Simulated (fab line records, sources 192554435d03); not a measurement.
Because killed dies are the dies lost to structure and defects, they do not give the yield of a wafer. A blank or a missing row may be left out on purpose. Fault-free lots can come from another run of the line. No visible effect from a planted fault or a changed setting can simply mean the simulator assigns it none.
fab line records -- flow n5-finfet
[record] lots = 10, wafers = 30, last-day = 18
route steps=1938 shown SD_EPI_N@280 SD_EPI_P@305 BEOL_M4@1111 PASSIVATION@1936
lots untouched by any fault: they come from a run of this same line in which no faults occurred
start-h: hours from the record's opening day to when the first of the lot's shown wafers began -- wait-h: how many hours have passed since the lot's step before this one -- " unchanged from the row above -- L1.1+2: several wafers, shown together as one row -- - no value, or no start was given -- * or withheld: withheld -- < > ~ a bound
route shown NAME@n: a module of which the file shows steps, and the number in the route of the first -- usual: mean/standard deviation taken from wafers without a fault -- same: alike in all rows -- chamber/n: place in a boat -- sites: each site's reading -- _std_site: standard deviation across them -- _edge_site: outer sites' mean less inner sites' -- radius-mm: how far each site lies from the wafer's centre -- mask NAME#n: copy n -- behind: tool/chamber where the wafer was last shaped -- hold: cause of the lot's hold/its duration in hours/its outcome -- device: the n, p or np transistor that did not switch -- end of line: tests run on the same wafers once the route is complete -- a step without rows: its recipe alone -- killed: not the wafer's yield, but the dies lost to structure and defects at the first sort -- map: the dies of a wafer, with x for killed, . for not killed, _ for no die there
set.NAME: setting as actually run; set.NAME@STEP: the setting as run at that earlier step -- model.NAME: the simulator's own value behind a step, which no gauge read
one table for each step of the route and one row for each wafer, over a sample of lots
services: when a tool's chamber went out of use (start-h, in hours from the record's first day, below 0 if earlier), for how many hours, and the reason
[[steps]]
[step N5_SD_EPI_N_STRIP_47]
[recipe] chemistry = CHF3/O2, resist = SiARC, rf-frequency-hz = 6e+07
lot.wafer,tool,chamber,start-h,wait-h
L371.1+2+3,rie-diel-04,"0,1,2",56.65,0.0
L372.1+2+5,rie-diel-03,"2,3,1",60.52,0.0
L376.1+3+4,rie-diel-04,"2,3,0",86.32,0.0
L377.1+2+6,rie-diel-04,"3,2,2",93.04,0.0
L381.2+4+5,rie-diel-04,"1,0,0",118.30,0.0
L382.2+3+6,rie-diel-04,"1,3,1",123.54,0.0
L386.2+3+5,rie-diel-03,"1,0,2",145.31,0.0
L387.1+4+5,rie-diel-04,"0,2,0",151.23,0.0
L391.2+4+6,rie-diel-04,"2,0,2",180.21,0.0
L392.1+2+4,rie-diel-04,"3,0,2",186.64,0.0
[step N5_SD_EPI_N_STRIP_38]
[recipe] chemistry = N2/H2, power-w = 1000, temp-c = 250, h2-frac = 0.65, overash-fraction = 0.3, pressure-mtorr = withheld, n2-flow-sccm = 1750, h2-flow-sccm = 3250
[usual] drypump-motor-current-A = 5.8/0.62, h2-flow-sccm = 3250/9.5, heater-power-w = 342/27, oes-product-au = 0.760/0.011
lot.wafer,tool,chamber,start-h,wait-h,drypump-motor-current-A,h2-flow-sccm,heater-power-w,oes-product-au,rf-hours-counter-h
L371.1,plasma-asher-02,1,56.77,0.1,4.9,3252,387,0.759,30
L371.2,plasma-asher-02,0,56.77,0.1,5.8,3242,324,0.766,30
L371.3,plasma-asher-02,1,56.77,0.1,4.9,3251,380,0.757,-
L372.1,plasma-asher-02,0,60.65,0.1,5.7,3261,329,0.767,31
L372.2,plasma-asher-02,1,60.65,0.1,4.9,3261,392,0.748,31
L372.5,plasma-asher-02,0,60.65,0.1,5.7,3256,330,0.756,-
L376.1,plasma-asher-02,1,86.45,0.1,4.9,3246,382,0.762,36
L376.3,plasma-asher-02,0,86.45,0.1,5.7,3243,325,0.759,-
L376.4,plasma-asher-02,1,86.45,0.1,4.9,3230,400,0.763,-
L377.1,plasma-asher-01,1,93.17,0.1,6.6,3249,331,0.752,94
L377.2,plasma-asher-01,0,93.17,0.1,6.1,3260,317,0.768,94
L377.6,plasma-asher-01,0,93.17,0.1,6.1,3264,317,0.752,-
L381.2,plasma-asher-01,1,118.42,0.1,6.6,3255,330,-,101
L381.4,plasma-asher-01,1,118.42,0.1,6.6,3254,335,-,-
L381.5,plasma-asher-01,0,118.42,0.1,6.1,3251,325,-,-
L382.2,plasma-asher-01,1,123.67,0.1,6.6,3248,331,-,103
L382.3,plasma-asher-01,0,123.67,0.1,6.1,3249,327,-,-
L382.6,plasma-asher-01,1,123.67,0.1,6.6,3250,342,-,-
L386.2,plasma-asher-02,0,145.45,0.1,5.7,3252,321,0.740,47
L386.3,plasma-asher-02,0,145.45,0.1,5.7,3262,319,0.770,-
L386.5,plasma-asher-02,0,145.45,0.1,5.8,3262,320,0.761,-
L387.1,plasma-asher-02,1,151.36,0.1,4.9,3251,390,0.750,50
L387.4,plasma-asher-02,0,151.36,0.1,5.8,3255,331,0.767,-
L387.5,plasma-asher-02,0,151.36,0.1,5.8,3250,325,0.778,-
L391.2,plasma-asher-01,1,180.33,0.1,6.6,3260,326,0.743,108
L391.4,plasma-asher-01,1,180.33,0.1,6.6,3258,325,0.756,-
L391.6,plasma-asher-01,1,180.33,0.1,6.6,3258,331,0.773,-
L392.1,plasma-asher-01,0,186.76,0.1,6.1,3239,320,0.749,110
L392.2,plasma-asher-01,1,186.76,0.1,6.6,3261,329,0.756,110
L392.4,plasma-asher-01,1,186.76,0.1,6.6,3258,327,0.752,-
[step N5_SD_EPI_N_INSPECT_26]
[recipe] inspect-instrument = darkfield, mode = post-epi
[usual] raw-defect-count = 209/40
lot.wafer,tool,chamber,start-h,wait-h,raw-defect-count
L371.1,defect-inspect-02,-,59.93,0.1,175
L371.2,defect-inspect-02,-,59.93,0.1,191
L371.3,defect-inspect-02,-,59.93,0.1,254
L372.1,defect-inspect-01,-,63.87,0.1,203
L372.2,defect-inspect-01,-,63.87,0.1,148
L372.5,defect-inspect-01,-,63.87,0.1,136
L376.1,defect-inspect-01,-,89.75,0.1,225
L376.3,defect-inspect-01,-,89.75,0.1,239
L376.4,defect-inspect-01,-,89.75,0.1,224
L377.1,defect-inspect-02,-,96.71,0.1,171
L377.2,defect-inspect-02,-,96.71,0.1,167
L377.6,defect-inspect-02,-,96.71,0.1,210
L381.2,defect-inspect-01,-,121.60,0.1,5915
L381.4,defect-inspect-01,-,121.60,0.1,6111
L381.5,defect-inspect-01,-,121.60,0.1,6158
L382.2,defect-inspect-02,-,126.83,0.1,5914
L382.3,defect-inspect-02,-,126.83,0.1,5953
L382.6,defect-inspect-02,-,126.83,0.1,6039
L386.2,defect-inspect-02,-,148.68,0.1,208
L386.3,defect-inspect-02,-,148.68,0.1,268
L386.5,defect-inspect-02,-,148.68,0.1,211
L387.1,defect-inspect-02,-,155.48,0.2,215
L387.4,defect-inspect-02,-,155.48,0.2,173
L387.5,defect-inspect-02,-,155.48,0.2,156
L391.2,defect-inspect-02,-,184.43,0.1,231
L391.4,defect-inspect-02,-,184.43,0.1,178
L391.6,defect-inspect-02,-,184.43,0.1,260
L392.1,defect-inspect-02,-,189.98,0.1,175
L392.2,defect-inspect-02,-,189.98,0.1,237
L392.4,defect-inspect-02,-,189.98,0.1,190
[step N5_SD_EPI_P_INSPECT_11]
[recipe] mode = adi, inspect-instrument = macro
[usual] raw-defect-count = 1.9/1.3
lot.wafer,tool,chamber,start-h,wait-h,raw-defect-count
L371.1,defect-inspect-01,-,60.26,0.0,0
L371.2,defect-inspect-01,-,60.26,0.0,0
L371.3,defect-inspect-01,-,60.26,0.0,2
L372.1,defect-inspect-02,-,64.32,0.0,1
L372.2,defect-inspect-02,-,64.32,0.0,3
L372.5,defect-inspect-02,-,64.32,0.0,0
L376.1,defect-inspect-01,-,90.08,0.0,1
L376.3,defect-inspect-01,-,90.08,0.0,1
L376.4,defect-inspect-01,-,90.08,0.0,4
L377.1,defect-inspect-02,-,97.04,0.0,2
L377.2,defect-inspect-02,-,97.04,0.0,2
L377.6,defect-inspect-02,-,97.04,0.0,1
L386.2,defect-inspect-02,-,149.13,0.0,1
L386.3,defect-inspect-02,-,149.13,0.0,0
L386.5,defect-inspect-02,-,149.13,0.0,2
L387.1,defect-inspect-02,-,155.81,0.0,1
L387.4,defect-inspect-02,-,155.81,0.0,2
L387.5,defect-inspect-02,-,155.81,0.0,0
L391.2,defect-inspect-01,-,184.76,0.0,2
L391.4,defect-inspect-01,-,184.76,0.0,4
L391.6,defect-inspect-01,-,184.76,0.0,3
L392.1,defect-inspect-01,-,190.44,0.0,1
L392.2,defect-inspect-01,-,190.44,0.0,2
L392.4,defect-inspect-01,-,190.44,0.0,1
[step N5_BEOL_M4_RC_MEAS_101]
[usual] DIBL_N = 36.4/1.4, DIBL_P = 36.3/1.8, IOFF_N = 0.163/0.024, IOFF_P = 0.21/0.034, ION_N = 673/11, ION_P = 461/7.4, SS_N = 71.6/0.52, SS_P = 73.3/0.58, VT_N = 249.4/2.5, VT_P = -250/3.5
lot.wafer,tool,chamber,start-h,wait-h,DIBL_N[mV/V],DIBL_P[mV/V],IOFF_N[nA/um],IOFF_P[nA/um],ION_N[uA/um],ION_P[uA/um],SS_N[mV/dec],SS_P[mV/dec],VT_N[mV],VT_P[mV]
L371.1,prober-02,0,170.66,0.0,37.2,37.1,0.176,0.21,668,451,71.9,73.0,248.3,-249
L371.2,prober-02,0,170.66,0.0,36.7,37.9,0.180,0.23,684,467,71.8,73.3,248.2,-249
L371.3,prober-02,0,170.66,0.0,37.6,37.5,0.190,0.22,673,456,71.6,72.7,248.1,-249
L372.1,prober-01,0,175.17,0.0,37.2,38.0,0.170,0.25,663,456,71.9,73.8,245.9,-246
L372.2,prober-01,0,175.17,0.0,37.2,37.4,0.169,0.24,668,462,71.2,73.4,249.0,-248
L372.5,prober-01,0,175.17,0.0,37.5,38.2,0.181,0.24,666,459,71.9,73.8,246.9,-248
L376.1,prober-01,0,199.09,0.0,37.5,36.9,0.177,0.25,684,470,72.3,73.5,250.3,-245
L376.3,prober-01,0,199.09,0.0,35.5,34.4,0.136,0.20,668,464,71.2,72.7,249.4,-249
L376.4,prober-01,0,199.09,0.0,38.3,37.3,0.186,0.27,677,467,71.6,73.2,249.5,-244
L377.1,prober-01,0,209.37,0.0,34.1,35.5,0.139,0.18,652,448,71.5,73.3,253.9,-253
L377.2,prober-01,0,209.37,0.0,35.7,37.6,0.168,0.22,668,455,71.9,73.5,249.8,-252
L377.6,prober-01,0,209.37,0.0,34.1,35.9,0.138,0.19,656,455,71.8,73.8,253.2,-254
L386.2,prober-02,0,261.20,0.2,37.7,35.9,0.174,0.21,663,451,72.5,73.4,252.2,-249
L386.3,prober-02,0,261.20,0.2,35.0,33.7,0.124,0.17,661,455,71.4,73.3,254.1,-250
L386.5,prober-02,0,261.20,0.2,35.7,33.7,0.138,0.17,653,448,71.8,72.7,252.6,-256
L387.1,prober-01,0,266.60,0.0,36.4,37.2,0.175,0.22,676,461,71.5,73.4,248.3,-248
L387.4,prober-01,0,266.60,0.0,34.9,35.6,0.147,0.19,683,465,70.5,72.6,248.1,-251
L387.5,prober-01,0,266.60,0.0,35.2,36.2,0.153,0.19,682,468,70.8,72.1,249.0,-251
L392.1,prober-02,0,300.13,0.0,35.3,31.4,0.130,0.15,674,453,71.3,72.9,250.6,-258
L392.2,prober-02,0,300.13,0.0,34.5,30.9,0.117,0.14,669,450,70.8,72.6,251.5,-257
L392.4,prober-02,0,300.13,0.0,35.9,32.4,0.137,0.16,660,446,70.6,72.0,250.8,-255
L391.2,prober-02,0,303.23,0.2,35.1,34.8,0.137,0.19,665,460,70.9,73.0,250.8,-250
L391.4,prober-02,0,303.23,0.2,36.0,35.2,0.146,0.20,666,455,71.1,72.9,251.1,-250
L391.6,prober-02,0,303.23,0.2,35.1,35.0,0.142,0.20,662,456,70.9,72.6,248.0,-248
[step N5_PASSIVATION_PROBE_49]
[usual] defect-limited-yield = 91.4/1.6, killed_at_M0_to_M3 = 34/12, killed_at_M4_up = 13/5.2, killed-at-contacts = 11/5.5, killed-at-front-end = 40/13, killed-at-other = 3.4/2.7, killed-dies = 102/19, killed-on-rim = 13/4.3, killed-open = 66/15, killed-short = 33/7.9, sort_bin_5_function = 5.1/1.1, sort_bin_6_memory = 3.2/0.7, sort-n-pass = 1078/19, sort-yield-pct = 91.4/1.6
[same] gross-dies = 1180, killed-at-back-side = 0, sort_bin_4_leakage[%] = 0, sort_bin_8_speed[%] = 0
lot.wafer,tool,chamber,start-h,wait-h,defect-limited-yield[%],killed_at_M0_to_M3,killed_at_M4_up,killed-at-contacts,killed-at-front-end,killed-at-other,killed-dies,killed-on-rim,killed-open,killed-short,sort_bin_5_function[%],sort_bin_6_memory[%],sort-n-pass,sort-yield-pct[%]
L381.2,prober-02,-,341.65,0.1,0,60,13,21,1080,6,1180,152,85,49,95.0,4.5,0,0
L381.4,prober-02,-,341.75,0.2,4.2,63,22,25,1017,3,1130,129,92,58,90.7,4.5,50,4.2
L381.5,prober-02,-,341.80,0.2,7.1,47,3,20,1025,1,1096,113,71,33,89.3,3.4,84,7.1
L382.2,prober-01,-,357.12,0.1,0,16,16,7,1132,9,1180,152,78,32,95.9,3.8,0,0
L382.3,prober-01,-,357.17,0.1,15.4,33,15,5,942,3,998,80,84,37,79.9,4.5,182,15.4
L382.6,prober-01,-,357.32,0.3,0,14,16,2,1144,4,1180,152,71,32,96.5,3.2,0,0
// killed by level:class
L381.2 SD_EPI_N:area-epi=1044 BEOL_M0_SAQP:geometric-particle:open=19 MOL_CONTACT_COAG:geometric-particle:open=16 BEOL_M0_SAQP:geometric-particle:short=16 BEOL_M2:geometric-particle:open=8 BEOL_M3:geometric-particle:open=7 FIN_SAQP:geometric-particle:short=6 FIN_SAQP:geometric-particle:open=5
L381.4 SD_EPI_N:area-epi=977 BEOL_M0_SAQP:geometric-particle:short=22 MOL_CONTACT_COAG:geometric-particle:open=18 BEOL_M4:geometric-particle:open=13 BEOL_M0_SAQP:geometric-particle:open=12 BEOL_M2:geometric-particle:open=12 FIN_SAQP:geometric-particle:short=10 FIN_SAQP:geometric-particle:open=8
L381.5 SD_EPI_N:area-epi=991 MOL_CONTACT_COAG:geometric-particle:open=18 BEOL_M2:geometric-particle:open=17 BEOL_M0_SAQP:geometric-particle:open=10 BEOL_M0_SAQP:geometric-particle:short=10 STI_FIN_REVEAL:geometric-particle:open=6 GATE_CUT:geometric-particle:open=5 FIN_SAQP:geometric-particle:short=4
L382.2 SD_EPI_N:area-epi=1069 STI_FIN_REVEAL:geometric-particle:open=13 FIN_SAQP:geometric-particle:open=8 FIN_SAQP:geometric-particle:short=7 BEOL_M1:geometric-particle:open=7 STI_FIN_REVEAL:geometric-particle:short=6 DUMMY_GATE:geometric-particle:open=6 MOL_CONTACT_COAG:geometric-particle:open=6
L382.3 SD_EPI_N:area-epi=876 FIN_SAQP:geometric-particle:open=19 FIN_SAQP:geometric-particle:short=13 STI_FIN_REVEAL:geometric-particle:open=13 BEOL_M0_SAQP:geometric-particle:short=7 BEOL_M0_SAQP:geometric-particle:open=6 BEOL_M0:geometric-particle:open=6 BEOL_M4:geometric-particle:open=5
L382.6 SD_EPI_N:area-epi=1075 STI_FIN_REVEAL:geometric-particle:open=26 FIN_SAQP:geometric-particle:open=12 FIN_SAQP:geometric-particle:short=6 STI_FIN_REVEAL:geometric-particle:short=4 SPACER0:geometric-particle:short=4 BEOL_M4:geometric-particle:open=4 STARTING-WAFER:geometric-particle:open=4
[[services]]
tool,chamber,start-h,hours,kind
rie-diel-03,0,39.72,-,clean
rie-diel-03,0,39.72,-,consumable-replace:focus-ring
rie-diel-03,0,39.72,26.3,scheduled-down
rie-diel-03,0,39.72,26.3,vent-cycle
plasma-asher-02,-,50.71,2.8,pm
plasma-asher-01,-,59.79,2.6,repair
rie-diel-04,3,66.26,-,clean
rie-diel-04,3,66.26,-,consumable-replace:focus-ring
rie-diel-04,3,66.26,13.0,scheduled-down
rie-diel-04,3,66.26,13.0,vent-cycle
rie-diel-03,2,69.94,-,clean
rie-diel-03,2,69.94,-,consumable-replace:focus-ring
rie-diel-03,2,69.94,-,consumable-replace:showerhead
rie-diel-03,2,69.94,13.2,scheduled-down
rie-diel-03,2,69.94,13.2,vent-cycle
plasma-asher-02,-,106.61,13.5,repair
rie-diel-03,0,111.09,14.0,repair
plasma-asher-01,-,135.25,28.1,pm
rie-diel-03,3,148.21,-,clean
rie-diel-04,1,149.34,-,clean
rie-diel-04,1,149.34,-,consumable-replace:focus-ring
rie-diel-04,1,149.34,18.4,scheduled-down
rie-diel-04,1,149.34,18.4,vent-cycle
plasma-asher-02,-,184.37,34.4,repair
[[key]]
[first-sign] step = N5_SD_EPI_N_INSPECT_26, reading = raw-defect-count, direction = up, sigmas = 99+, usual = 209, struck = 6015
[effect] step = N5_PASSIVATION_PROBE_49, reading = killed-at-front-end, direction = up, sigmas = 81, usual = 40, struck = 1057
[more-kills-born-at] N5_SD_EPI_N_EPI_21@epi-rpcvd-03 = 6032
met-at N5_SD_EPI_N_STRIP_47
struck-lots L381,L382
later-rows-left-out L381.2,L381.4,L381.5,L382.2,L382.3,L382.6
not-acting-at N5_SD_EPI_N_STRIP_38,N5_SD_EPI_P_INSPECT_11
onset-between 93.04 118.30
[fault] kind = skipped-step-whole, tool = rie-diel-04, chamber = -, onset-h = 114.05, steps = N5_SD_EPI_N_STRIP_47, scope = struck-lots-only
// later-rows-left-out: the simulator's readings of these wafers behind a module that went badly wrong aren't trusted and aren't shown, but for the sort
